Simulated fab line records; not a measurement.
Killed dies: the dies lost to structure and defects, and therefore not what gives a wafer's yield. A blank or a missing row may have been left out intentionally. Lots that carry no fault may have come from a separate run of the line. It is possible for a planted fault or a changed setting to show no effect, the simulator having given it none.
Comparing a struck lot with a sound one -- flow n5-finfet -- 39 out of 1938 route steps
Sound: the wafers L618.2, L618.3, L618.4. The struck wafers were L627.2, L627.3, L627.4. The cause is named last.
For every step that has rows: the tool of each side, followed by ch and its chambers, followed by its first start. Under that, the readings that differ: sound wafers -- struck wafers -- difference of the means -- sigmas: that difference in standard deviations of wafers without a fault.
alike: readings whose means differ by less than 2 such deviations, and words and numbers that are the same on both sides. not compared: withheld readings, readings that some wafer has no value for, bounds like >300 that may hide the same value, and numbers for which the record gives no deviation and whose values overlap.
A row with sigmas, a row that says differs or no value, or rows on one side alone: a step with any of these is where the two part. Non-overlapping numbers with no deviation appear without sigmas and do not part them. A reading that every wafer of one side lacks parts them only if that side has two wafers or more.

first, 12 steps without rows for these wafers: N5_MOL_CONTACT_COAG_PRECLEAN_111 (cleans in NF3:NH3, afs cycles 1, time 20 s, sublimation time 60 s); N5_MOL_CONTACT_COAG_TI_SIL_19 (material Ti, target thk 4.2 nm, time 15 s); N5_MOL_CONTACT_COAG_ALD_20 (deposits TiN, target thk 1.5 nm, pulse time 1 s, purge time 3 s); N5_MOL_CONTACT_COAG_SIL_ANNEAL_21 (time 60 s); N5_MOL_CONTACT_COAG_PRE_CLEAN_141 (time 60 s); N5_MOL_CONTACT_COAG_SPUTTER_143 (material Co, target thk 2.5 nm); N5_MOL_CONTACT_COAG_CO_FILL_22 (material Co, precursor CCTBA/H2, target thk 20 nm); N5_MOL_CONTACT_COAG_ANNEAL_113 (time 300 s); N5_MOL_CONTACT_COAG_PRE_CLEAN_142 (time 60 s); N5_MOL_CONTACT_COAG_SPUTTER_130 (material Co, target thk 47.5 nm); N5_MOL_CONTACT_COAG_PRECLEAN_125 (cleans in DIW, time 57.5 s); N5_MOL_CONTACT_COAG_SRD_126 (dry time 32 s).
N5_MOL_CONTACT_COAG_CMP_23: polishes, stops on SiO2, t overpolish 1.5 s, target thk 0 nm.
  sound on cmp-02 ch 0,1,2, day 6 02:50; struck on cmp-02 ch 0,2,3, day 8 05:45
reading,sound,struck,difference,sigmas
head-pressure-psi (psi),1.995 1.998 1.999,1.741 1.737 1.741,-0.258,-61
  alike: motor-current-A, overpolish-run-s, platen-rpm, time-to-endpoint-s
  not compared: model.SiNx_of_GATE_CUT_SAC_CAP_01.thk-nm
then, 1 step without rows for these wafers: N5_MOL_CONTACT_COAG_WET_ETCH_26 (target Co, target depth 13 nm).
N5_MOL_CONTACT_COAG_WET_ETCH_116: etches the open film in SC1-inhibited, target depth 4.6 nm, rinse time 30 s.
  sound on wet-bench-02 ch 3,6,7, day 6 03:21; struck on wet-bench-04 ch 4,5,7, day 8 06:15
  not compared: model.SiNx_of_GATE_CUT_SAC_CAP_01.thk-nm
then, 21 steps without rows for these wafers: N5_MOL_CONTACT_COAG_ALD_27 (deposits SiOC, target thk 17 nm, pulse time 1.5 s, time 2720 s); N5_MOL_CONTACT_COAG_CMP_28 (polishes, stops on SiNx, t overpolish 0.85 s, target thk 14.522 nm); N5_MOL_CONTACT_COAG_ALD_123 (deposits SiNx, target thk 5 nm, pulse time 1 s, purge time 2 s); N5_MOL_CONTACT_COAG_PECVD_31 (deposits SiO2 from TEOS/O2, target thk 46 nm, time 8.9 s); N5_MOL_CONTACT_COAG_COAT_75 (time 60 s, resist thk 60 nm); N5_MOL_CONTACT_COAG_COAT_76 (time 60 s, resist thk 10 nm); N5_MOL_CONTACT_COAG_COAT_77 (time 60 s, resist thk 10 nm); N5_MOL_CONTACT_COAG_COAT_78 (resist thk 40 nm); N5_MOL_CONTACT_COAG_EBR_80; N5_MOL_CONTACT_COAG_SOFTBAKE_79 (time 60 s); N5_MOL_CONTACT_COAG_EXPOSE_81 (exposes mask VG, defocus 0 nm); N5_MOL_CONTACT_COAG_PEB_82 (peb time 60 s); N5_MOL_CONTACT_COAG_DEVELOP_83 (develop time 30 s); N5_MOL_CONTACT_COAG_DESCUM_88 (chemistry O2, time 7 s); N5_MOL_CONTACT_COAG_ETCH_89 (etches underlayer in N2/H2, target depth 13 nm, time 10.4 s); N5_MOL_CONTACT_COAG_ETCH_90 (etches SiARC in CF4, target depth 13 nm, time 21.7 s); N5_MOL_CONTACT_COAG_ALD_131 (deposits SiO2, target thk 5 nm, pulse time 1 s, co reactant pulse time 1 s); N5_MOL_CONTACT_COAG_ETCHBACK_132 (etches SiO2 in CHF3, target depth 10 nm, time 6.7 s); N5_MOL_CONTACT_COAG_ETCH_91 (etches SOC in N2/H2, target depth 60 nm, overetch 21 nm, time 101.2 s); N5_MOL_CONTACT_COAG_STRIP_92 (strips in N2/H2); N5_MOL_CONTACT_COAG_STRIP_93 (strips in N2/H2).
N5_MOL_CONTACT_COAG_ETCH_47: etches SiNx in CH3F/O2, stops on W, target depth 27 nm.
  sound on rie-diel-02 ch 0,1,2, day 6 08:32; struck on rie-diel-06 ch 1,2, day 8 11:07
reading,sound,struck,difference,sigmas
throttle-valve-pct (%),16.27 16.16 16.13,16.45 16.57 16.56,+0.34,+2
  alike: bias-w, drypump-motor-current-A, etch-rf-on-time-s, oes_o_777_au, oes-product-au, rf-vpp-V, showerhead-plenum-p-Torr, model.MOL_CONTACT_COAG.feature-depth-nm
  not compared: rf-hours-counter-h, model.etch.depth-nm
-- the record jumps here: 3 days lie between the struck wafers' starts before and after (it left off in module MOL_CONTACT_COAG and takes up again in module BEOL_M4, whose first step shown is number 1111 of the route) --
N5_BEOL_M4_RC_MEAS_101:
  sound on prober-01 ch 0, day 8 22:09; struck on prober-02 ch 0, day 11 20:39
  alike: DIBL_N, DIBL_P, IOFF_N, IOFF_P, ION_N, ION_P, SS_N, SS_P, VT_N, VT_P
-- a jump in the record: the struck wafers' starts before and after are 4 days apart (it breaks off in module BEOL_M4 and resumes in module PASSIVATION, where the first step shown is number 1936 of the route) --
N5_PASSIVATION_PROBE_49:
  record: rows for the struck wafers here (prober-02, day 15 23:38), none for the sound ones

== WHERE THEY PART ==
First at N5_MOL_CONTACT_COAG_CMP_23; last, within this record, at N5_PASSIVATION_PROBE_49.

WHY: what the simulator had put in
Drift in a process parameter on cmp-02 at N5_MOL_CONTACT_COAG_CMP_23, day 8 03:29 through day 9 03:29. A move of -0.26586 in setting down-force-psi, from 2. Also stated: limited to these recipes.
